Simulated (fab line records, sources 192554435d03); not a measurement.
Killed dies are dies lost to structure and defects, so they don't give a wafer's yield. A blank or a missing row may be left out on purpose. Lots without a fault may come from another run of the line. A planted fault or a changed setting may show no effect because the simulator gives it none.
fab line records | flow n5_finfet | part 1 of 2: steps 1 to 8 of 9
record lots=8 wafers=23 last_day=18
route steps=1938 shown BEOL_M7@1320 BEOL_M8@1343 BEOL_M15@1830 PASSIVATION@1936
lots that met no fault: from a run of the same line without faults
start_h: hours from the record's first day to the start of the lot's first wafer shown | wait_h: hours since the lot's step before | " the same as in the row above | L1.1+2: a row that stands for several wafers | - no value, or no start given | * or withheld: withheld | < > ~ a bound
route shown NAME@n: a module of which the file shows steps, and the number in the route of the first | usual: mean/standard deviation of fault-free wafers | same: alike in all rows | chamber/n: place in a boat | sites: the reading at each site | _std_site: their standard deviation | _edge_site: outer sites' mean less inner sites' | radius_mm: how far each site lies from the wafer's centre | mask NAME#n: copy n | behind: the tool/chamber that last shaped the wafer | hold: why the lot was held/for how many hours/how that ended | device: the transistor (n, p or np) that didn't switch | end of line: the same wafers' tests at the end of the route | a step without rows: its recipe alone | killed: dies lost to structure and defects at the first sort, not the wafer's yield | map: a wafer's dies, x killed, . not, _ none there
set.NAME: the setting as run; set.NAME@STEP: as run at that earlier step | model.NAME: the simulator's own value behind a step, which no gauge read
steps of the route over a sample of lots; a table a step, a row a wafer
services: from which hour (start_h, from the record's first day; less than 0 if before it) a tool's chamber was out of use, for how many hours, and why
## steps
# step N5_BEOL_M7_ALD_77
# recipe material=TaN target_thk_a=20 temp_c=275 ald_precursor_family=PDMAT ald_co_reactant=NH3 pressure_torr=3 carrier_flow_sccm=1500 pulse_time_s=2 purge_time_s=3 co_reactant_purge_time_s=2 co_reactant_pulse_time_s=3 ald_cycles=40 precursor_vessel_temp_c=75 precursor_vessel_pressure_torr=26.25 precursor_vessel_carrier_sccm=1000
# usual heater_power_w=422/37 mfc_carrier_sccm=1500/4.7
# columns lot.wafer tool chamber start_h wait_h heater_power_w mfc_carrier_sccm
L243.1 ald_metal-03 2 234.74 0.3 362 1500
L243.3 " 0 " " 446 1505
L243.5 " 3 " " 410 1502
L245.1 ald_metal-01 0 252.84 0.1 474 1495
L245.5 " 3 " " 356 1500
L245.6 " 2 " " 423 1506
L248.2 ald_metal-03 2 280.03 0.2 365 1494
L248.4 " 1 " " 426 1501
L248.6 " 2 " " 361 1493
L255.2 ald_metal-01 1 307.16 0.0 387 1497
L255.3 " 2 " " 419 1508
L255.5 " 3 " " 366 1501
L256.1 ald_metal-03 3 315.32 0.1 432 1497
L256.4 " 0 " " 425 1495
L256.6 " 3 " " 415 1495
L259.3 ald_metal-04 0 331.90 0.1 445 1498
L259.4 " 0 " " 430 1499
L259.5 " 1 " " 464 1506
L258.2 ald_metal-01 3 332.10 0.2 356 1507
L258.4 " 1 " " 401 1505
L260.2 ald_metal-01 3 343.08 0.0 350 1507
L260.3 " 0 " " 504 1496
L260.4 " 2 " " 424 1500
# step N5_BEOL_M8_PEB_09
# recipe peb_temp_c=withheld peb_time_s=60 resist=CAR-ArF
# columns lot.wafer tool chamber start_h wait_h
L243.1+3+5 litho_track-02 0 238.82 0.1
L245.1+5+6 litho_track-01 0 256.10 0.1
L248.2+4+6 litho_track-02 0 285.80 0.0
L255.2+3+5 litho_track-02 0 310.57 0.0
L256.1+4+6 litho_track-02 0 319.63 0.1
L259.3+4+5 litho_track-01 0 336.57 0.0
L258.2+4 litho_track-02 0 337.12 0.0
L260.2+3+4 litho_track-01 0 347.72 0.0
# step N5_BEOL_M8_CD_MEAS_11
# recipe target_cd_nm=38.5 landing_energy_ev=500 detector=se_inlens polarity=opening
# usual cd_nm=38.4/0.38
# columns lot.wafer tool chamber start_h wait_h cd_nm
L243.1 cd_sem-02 0 238.89 - 38.2
L243.3 " 0 " " 37.9
L243.5 " 0 " " 38.5
L245.1 cd_sem-02 0 256.17 - 38.3
L245.5 " 0 " " 38.4
L245.6 " 0 " " 38.9
L248.2 cd_sem-03 0 285.87 - 38.7
L248.4 " 0 " " 38.6
L248.6 " 0 " " 38.1
L255.2 cd_sem-02 0 310.64 - 38.1
L255.3 " 0 " " 38.7
L255.5 " 0 " " 32.9
L256.1 cd_sem-03 0 319.69 - 38.7
L256.4 " 0 " " 32.9
L256.6 " 0 " " 38.6
L259.3 cd_sem-01 0 336.64 - 37.9
L259.4 " 0 " " 38.3
L259.5 " 0 " " 38.0
L258.2 cd_sem-02 0 337.19 - 37.9
L258.4 " 0 " " 32.8
L260.2 cd_sem-03 0 347.79 - 38.2
L260.3 " 0 " " 38.4
L260.4 " 0 " " 38.2
# step N5_BEOL_M8_OVL_MEAS_12
# recipe points_per_wafer=44
# usual M8_OVL=0.1/0.87
# columns lot.wafer tool chamber start_h wait_h M8_OVL[nm]
L243.1 overlay-02 0 238.92 0.0 2.2
L243.3 " 0 " " 0.9
L243.5 " 0 " " 1.5
L245.1 overlay-02 0 256.20 0.0 -0.9
L245.5 " 0 " " 0.6
L245.6 " 0 " " 0.7
L248.2 overlay-02 0 285.90 0.0 -0.1
L248.4 " 0 " " -0.2
L248.6 " 0 " " -1.0
L255.2 overlay-02 0 310.67 0.0 0.7
L255.3 " 0 " " 1.9
L255.5 " 0 " " 1.5
L256.1 overlay-02 0 319.72 0.0 1.7
L256.4 " 0 " " 0.7
L256.6 " 0 " " 0.0
L259.3 overlay-01 0 336.67 0.0 1.9
L259.4 " 0 " " 1.2
L259.5 " 0 " " 0.2
L258.2 overlay-02 0 337.22 0.0 0.6
L258.4 " 0 " " -0.7
L260.2 overlay-02 0 347.82 0.0 -1.3
L260.3 " 0 " " 0.0
L260.4 " 0 " " -0.5
# step N5_BEOL_M8_ETCH_62
# recipe chemistry=N2/H2 target=SOC target_depth_a=1100 overetch_a=220 mask_material=SiARC temp_c=40 time_s=165 ion_energy_ev=200 pressure_mtorr=30 source_w=840 bias_w=150 n2_flow_sccm=200 h2_flow_sccm=200
# usual drypump_motor_current_A=5.7/0.45 oes_product_au=0.68/0.071 rf_vpp_V=524.7/2.8 showerhead_plenum_p_Torr=2.58/0.1 throttle_valve_pct=17.88/0.26
# columns lot.wafer tool chamber start_h wait_h drypump_motor_current_A oes_product_au rf_hours_counter_h rf_vpp_V showerhead_plenum_p_Torr throttle_valve_pct
L243.1 rie_diel-05 0 239.09 0.0 5.9 0.73 47 523.1 2.47 17.50
L243.3 " 2 " " 5.6 0.74 32 527.7 2.71 17.60
L243.5 " 1 " " 5.2 0.68 - 524.1 2.57 18.13
L245.1 rie_diel-05 0 256.64 0.0 5.9 0.73 53 524.5 2.47 17.52
L245.5 " 0 " " 5.9 0.73 - 522.4 2.47 17.52
L245.6 " 1 " " 5.2 0.68 - 525.4 2.57 18.15
L248.2 rie_diel-02 2 286.05 0.0 5.9 0.60 231 526.2 2.62 17.89
L248.4 " 1 " " 6.6 0.66 117 527.5 2.67 17.64
L248.6 " 0 " " 6.4 0.61 - 523.4 2.51 17.65
L255.2 rie_diel-06 0 310.83 0.0 5.8 0.76 16 522.1 2.50 17.90
L255.3 " 1 " " 5.9 0.73 52 529.5 2.70 18.20
L255.5 " 2 " " 5.1 0.58 - 519.3 2.40 18.27
L256.1 rie_diel-06 1 320.11 0.0 5.9 0.74 57 527.7 2.70 18.20
L256.4 " 2 " " 5.1 0.58 - 519.5 2.40 18.28
L256.6 " 1 " " 5.9 0.73 - 527.6 2.70 18.22
L259.3 rie_diel-06 2 337.13 0.0 5.1 0.57 248 521.2 2.40 18.29
L259.4 " 3 " " 5.8 0.67 92 528.1 2.67 17.77
L259.5 " 2 " " 5.1 0.57 - 520.8 2.40 18.29
L258.2 rie_diel-06 0 338.00 0.0 5.8 0.76 26 521.5 2.49 17.93
L258.4 " 1 " " 5.9 0.73 62 527.7 2.69 18.22
L260.2 rie_diel-02 1 348.36 0.0 6.6 0.64 140 527.3 2.66 17.68
L260.3 " 0 " " 6.4 0.60 236 520.4 2.50 17.69
L260.4 " 1 " " 6.6 0.65 - 527.3 2.66 17.66
# step N5_BEOL_M8_CD_MEAS_18
# recipe pitch_nm=80 target_cd_nm=40
# usual cd_nm=39.9/0.44
# columns lot.wafer tool chamber start_h wait_h cd_nm
L243.1 cd_sem-03 - 239.60 0.1 39.6
L243.3 " - " " 39.8
L243.5 " - " " 39.4
L245.1 cd_sem-03 - 257.00 0.0 40.1
L245.5 " - " " 40.9
L245.6 " - " " 39.9
L248.2 cd_sem-03 - 286.42 0.1 40.5
L248.4 " - " " 40.0
L248.6 " - " " 39.9
L255.2 cd_sem-02 - 311.29 0.1 39.4
L255.3 " - " " 40.5
L255.5 " - " " 34.8
L256.1 cd_sem-03 - 320.48 0.0 40.1
L256.4 " - " " 34.9
L256.6 " - " " 39.7
L259.3 cd_sem-01 - 337.76 0.1 39.4
L259.4 " - " " 39.9
L259.5 " - " " 39.8
L258.2 cd_sem-02 - 338.37 0.1 39.2
L258.4 " - " " 34.2
L260.2 cd_sem-01 - 348.73 0.1 39.9
L260.3 " - " " 40.0
L260.4 " - " " 39.6
# step N5_BEOL_M8_CD_MEAS_35
# recipe target_cd_nm=40 polarity=opening
# usual cd_nm=39.9/0.45
# columns lot.wafer tool chamber start_h wait_h cd_nm
L243.1 cd_sem-03 - 240.85 0.0 39.7
L243.3 " - " " 39.5
L243.5 " - " " 39.3
L245.1 cd_sem-02 - 258.27 0.0 40.0
L245.5 " - " " 40.4
L245.6 " - " " 39.8
L248.2 cd_sem-01 - 287.90 0.0 39.8
L248.4 " - " " 40.0
L248.6 " - " " 39.3
L255.2 cd_sem-03 - 313.13 0.0 39.8
L255.3 " - " " 40.4
L255.5 " - " " 34.6
L256.1 cd_sem-01 - 324.16 0.0 40.4
L256.4 " - " " 34.7
L256.6 " - " " 40.2
L259.3 cd_sem-01 - 340.29 0.0 39.6
L259.4 " - " " 40.0
L259.5 " - " " 39.5
L258.2 cd_sem-02 - 340.70 0.0 39.9
L258.4 " - " " 34.1
L260.2 cd_sem-02 - 350.15 0.0 40.1
L260.3 " - " " 40.0
L260.4 " - " " 40.0
# step N5_BEOL_M15_RC_MEAS_101
# usual COMB_M10=1.6e-11/3e-12 COMB_M11=1.51e-11/2.8e-12 COMB_M12=7.1e-12/1.4e-12 COMB_M13=5.8e-12/1.1e-12 COMB_M14=4.6e-12/8.3e-13 COMB_M15=3.4e-12/6.2e-13 COMB_M5=3.7e-11/6.5e-12 COMB_M6=2.6e-11/5.5e-12 COMB_M7=2.7e-11/5.1e-12 COMB_M8=2.6e-11/5e-12 COMB_M9=1.56e-11/2.8e-12 SERP_M10=3.08/0.068 SERP_M11=3.06/0.071 SERP_M12=0.640/0.013 SERP_M13=0.308/0.0044 SERP_M14=0.161/0.0033 SERP_M5=38.6/1.6 SERP_M6=13.8/0.48 SERP_M7=13.6/0.49 SERP_M8=13.9/0.48 SERP_M8_max_site=14.4/0.56 SERP_M9=3.03/0.064
# columns lot.wafer tool chamber start_h wait_h COMB_M10[S/m] COMB_M11[S/m] COMB_M12[S/m] COMB_M13[S/m] COMB_M14[S/m] COMB_M15[S/m] COMB_M5[S/m] COMB_M6[S/m] COMB_M7[S/m] COMB_M8[S/m] COMB_M9[S/m] SERP_M10[ohm/um] SERP_M11[ohm/um] SERP_M12[ohm/um] SERP_M13[ohm/um] SERP_M14[ohm/um] SERP_M5[ohm/um] SERP_M6[ohm/um] SERP_M7[ohm/um] SERP_M8[ohm/um] SERP_M8_max_site[ohm/um] SERP_M9[ohm/um]
L243.1 prober-02 0 294.53 0.0 1.81e-11 1.54e-11 8.8e-12 4e-12 3.6e-12 2.5e-12 4.7e-11 2.8e-11 3.2e-11 3.1e-11 1.37e-11 2.95 3.17 0.650 0.304 0.160 37.8 13.4 13.2 13.4 13.8 3.04
L243.3 " 0 " " 1.56e-11 1.23e-11 7.5e-12 4.1e-12 4e-12 3.1e-12 3.5e-11 2.7e-11 2.6e-11 2.6e-11 1.46e-11 3.01 3.09 0.622 0.304 0.166 38.2 14.6 13.4 13.8 14.4 2.90
L243.5 " 0 " " 1.81e-11 1.58e-11 6.7e-12 6.4e-12 4.3e-12 2.6e-12 3.9e-11 3.7e-11 3.3e-11 2.2e-11 1.59e-11 3.05 3.05 0.643 0.305 0.159 38.6 13.8 13.3 13.4 14.1 3.04
L245.1 prober-02 0 312.42 0.5 1.6e-11 1.64e-11 8.7e-12 5.4e-12 3.8e-12 2.2e-12 3.7e-11 2.2e-11 2.6e-11 2.6e-11 1.77e-11 3.06 3.25 0.612 0.318 0.159 40.2 13.9 14.4 13.9 14.6 3.05
L245.5 " 0 " " 1.35e-11 1.86e-11 8.8e-12 6e-12 4.6e-12 2.3e-12 4.4e-11 2.3e-11 2.9e-11 2.8e-11 1.37e-11 2.99 3.17 0.638 0.316 0.163 40.3 13.9 14.9 13.5 13.7 3.10
L245.6 " 0 " " 1.17e-11 1.36e-11 6.5e-12 5e-12 4.2e-12 2.6e-12 4.4e-11 2.3e-11 2.6e-11 4e-11 1.78e-11 3.06 3.12 0.647 0.311 0.161 38.0 13.5 14.1 14.5 15.7 3.03
L248.2 prober-01 0 341.84 0.2 1.47e-11 1.48e-11 1.19e-11 6.6e-12 5.8e-12 4.2e-12 3.7e-11 2.1e-11 3.4e-11 2.9e-11 1.42e-11 3.21 3.02 0.651 0.306 0.165 37.2 14.3 13.0 14.2 14.7 2.97
L248.4 " 0 " " 1.68e-11 1.18e-11 1.07e-11 7.2e-12 4.2e-12 3.9e-12 4.2e-11 2.9e-11 2.7e-11 3.2e-11 1.33e-11 2.99 2.98 0.637 0.313 0.158 36.2 13.6 13.1 13.5 14.2 2.98
L248.6 " 0 " " 1.81e-11 1.56e-11 8.2e-12 6.8e-12 4.3e-12 4.5e-12 3.6e-11 2.1e-11 2.6e-11 2.8e-11 1.28e-11 3.07 3.07 0.635 0.311 0.165 38.2 14.7 13.5 14.5 15.0 2.96
L255.2 prober-02 0 370.13 0.2 1.77e-11 1.21e-11 7e-12 4.9e-12 6.6e-12 2.9e-12 3.3e-11 2.5e-11 2.1e-11 3.1e-11 1.39e-11 3.05 2.94 0.657 0.310 0.167 40.0 13.0 14.2 13.7 15.3 2.98
L255.3 " 0 " " 1.36e-11 2.14e-11 5.5e-12 6.8e-12 5.5e-12 3.8e-12 3.5e-11 3.6e-11 2.6e-11 2.8e-11 2.31e-11 3.00 2.95 0.640 0.310 0.163 40.6 13.6 14.2 13.1 13.5 3.03
L255.5 " 0 " " 1.4e-11 1.5e-11 5.3e-12 4.6e-12 3.9e-12 2.7e-12 3.9e-11 3e-11 2.2e-11 2.7e-11 1.46e-11 3.03 2.98 0.645 0.300 0.166 39.4 13.8 13.8 18.3 19.3 3.02
L256.1 prober-02 0 376.59 0.0 1.2e-11 1.36e-11 8.4e-12 7.4e-12 4.4e-12 3.2e-12 3.3e-11 2.8e-11 2.3e-11 3e-11 1.71e-11 3.18 3.12 0.641 0.309 0.164 40.4 13.2 12.7 13.4 13.7 2.97
L256.4 " 0 " " 1.95e-11 1.15e-11 6.2e-12 5.7e-12 4e-12 3e-12 3.6e-11 2.4e-11 2e-11 3.6e-11 1.55e-11 3.13 3.05 0.644 0.310 0.163 40.0 13.9 13.2 18.7 20.0 2.97
L256.6 " 0 " " 1.66e-11 1.08e-11 7.5e-12 7e-12 4e-12 3.2e-12 4.2e-11 4.6e-11 2.8e-11 3.5e-11 1.3e-11 3.17 3.01 0.620 0.310 0.164 41.4 13.8 12.8 13.9 14.7 3.05
L259.3 prober-01 0 402.00 0.3 2.15e-11 1.1e-11 7e-12 7.2e-12 5.2e-12 4.2e-12 3.2e-11 3.2e-11 3e-11 2e-11 1.85e-11 2.99 3.09 0.633 0.315 0.160 43.9 13.9 13.8 14.1 14.6 2.98
L259.4 " 0 " " 1.92e-11 2.02e-11 6.5e-12 5e-12 5.2e-12 4.2e-12 4e-11 2.3e-11 3.6e-11 2.8e-11 1.41e-11 3.06 3.03 0.647 0.307 0.161 36.1 13.1 13.5 13.8 14.3 2.88
L259.5 " 0 " " 1.73e-11 1.46e-11 5.5e-12 5e-12 5.6e-12 4.1e-12 3.3e-11 2.5e-11 1.8e-11 2.7e-11 1.48e-11 3.06 3.09 0.626 0.316 0.157 37.4 13.3 13.7 14.2 15.0 2.98
L258.2 prober-01 0 402.78 0.3 1.84e-11 1.55e-11 8.3e-12 6e-12 4.2e-12 3.4e-12 3.5e-11 2.3e-11 2.3e-11 2.3e-11 1.56e-11 3.14 3.00 0.618 0.309 0.160 36.8 14.1 13.7 14.4 14.8 3.03
L258.4 " 0 " " 1.44e-11 1.33e-11 7.2e-12 7e-12 4.8e-12 4.3e-12 5.2e-11 1.9e-11 2.3e-11 2.6e-11 1.37e-11 3.16 3.04 0.631 0.311 0.158 39.6 13.6 13.6 19.1 19.6 3.17
L260.2 prober-01 0 405.40 0.2 1.54e-11 1.56e-11 7.3e-12 6.5e-12 6.9e-12 4.2e-12 3.4e-11 2.8e-11 2.4e-11 2.6e-11 1.86e-11 2.99 3.16 0.643 0.307 0.162 39.0 13.6 14.0 13.5 13.8 3.10
L260.3 " 0 " " 1.21e-11 1.59e-11 7.8e-12 5.6e-12 5.9e-12 4.1e-12 4.4e-11 3.3e-11 2.9e-11 2.2e-11 1.23e-11 2.99 3.07 0.672 0.310 0.159 38.5 13.5 14.0 14.2 14.4 3.08
L260.4 " 0 " " 1.8e-11 1.37e-11 1.05e-11 6.6e-12 5.9e-12 3.9e-12 3.1e-11 2.9e-11 2.5e-11 2.6e-11 1.33e-11 3.04 3.12 0.655 0.319 0.156 39.2 13.8 13.3 13.8 14.2 3.07
# sites SERP_M8 radius_mm=0,75,75,75,75,140,140,140,140
L243.1 13.7 13.8 13.6 13.8 13.4 13.3 12.9 13.3 13.1
L245.1 14.6 14.5 13.9 13.9 14.4 13.7 13.5 13.7 13.7
L248.2 14.4 14.5 14.7 14.5 14.2 13.2 13.9 13.5 13.5
L255.2 13.6 13.7 13.5 13.6 13.6 14.2 15.0 14.7 15.3
L256.1 13.3 13.7 13.5 13.7 13.3 13.4 13.3 13.5 13.4
L259.3 14.1 14.1 14.1 14.1 14.6 14.2 14.0 14.2 14.1
L258.2 14.5 14.3 14.4 14.5 14.6 14.8 13.9 14.3 14.4
L260.2 13.8 13.6 13.3 13.6 13.5 13.6 13.1 13.2 13.5
## key
first_sign step=N5_BEOL_M8_CD_MEAS_11 reading=cd_nm direction=down sigmas=15 usual=38.4 struck=32.9
effect step=N5_BEOL_M8_CD_MEAS_18 reading=cd_nm direction=down sigmas=12 usual=39.9 struck=34.6
effect step=N5_BEOL_M8_CD_MEAS_35 reading=cd_nm direction=down sigmas=12 usual=39.9 struck=34.5
effect step=N5_BEOL_M15_RC_MEAS_101 reading=SERP_M8 direction=up sigmas=10 usual=13.9 struck=18.7
met_at N5_BEOL_M8_PEB_09
struck_lots L255,L256,L258
struck_wafers L255.5,L256.4,L258.4
not_acting_at N5_BEOL_M7_ALD_77,N5_BEOL_M8_OVL_MEAS_12,N5_BEOL_M8_ETCH_62
onset_between 285.80 310.57
fault kind=process_parameter_drift tool=litho_track-02 chamber=- onset_h=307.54 steps=N5_BEOL_M8_PEB_09 channel=peb_time_s offset=* shape=step end_h=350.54 scope=struck_wafers_only acts_in=* stated=*
